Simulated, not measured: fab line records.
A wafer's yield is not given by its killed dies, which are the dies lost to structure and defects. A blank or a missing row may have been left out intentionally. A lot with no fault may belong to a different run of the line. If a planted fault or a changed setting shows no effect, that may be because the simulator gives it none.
Chamber matching	flow n5-finfet	rie-diel-05 running N5_MOL_CONTACT_COAG_ETCHBACK_135: 4 sister chambers
The step etches SiO2 in CHF3, target depth 25 nm, time 16.7 s. 4 wafers are shown with their chamber, then 10 later ones without.

== WAFERS WITH THEIR CHAMBER ==
wafer	chamber	rf-vpp-V (V)
L092.1	0	511
L092.3	3	520
L092.4	1	527
L092.5	2	533

== WAFERS WHOSE CHAMBER IS MISSING ==
wafer	rf-vpp-V (V)
L092.6	529
L094.1	535
L094.5	520
L094.6	511
L095.1	535
L095.2	520
L095.3	512
L095.4	527
L095.5	535
L095.6	520

== THE CHAMBER EACH PASSED THROUGH ==
wafer	from the rows above	in truth
L092.6	can't be placed: 1 or 2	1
L094.1	2	2
L094.5	3	3
L094.6	0	0
L095.1	2	2
L095.2	3	3
L095.3	0	0
L095.4	1	1
L095.5	2	2
L095.6	3	3
Correctly placed: 9 of 10. From these rows, 1 cannot be placed; in 1 the true chamber is one of the candidates. Placed wrongly: 0.
How it was worked out, from the rows above alone: a wafer's distance from a chamber is the root of the sum, over the readings, of the square of ((its reading less the chamber's mean) divided by the reading's scatter). If the next closest chamber is less than 2 further off than the closest, the wafer can't be placed; otherwise it belongs to the closest. Each chamber's mean is taken over the wafers shown for it. The scatter: with one shown wafer a chamber, the root of the mean of the squares of how far each hidden wafer lies from its nearest shown one.
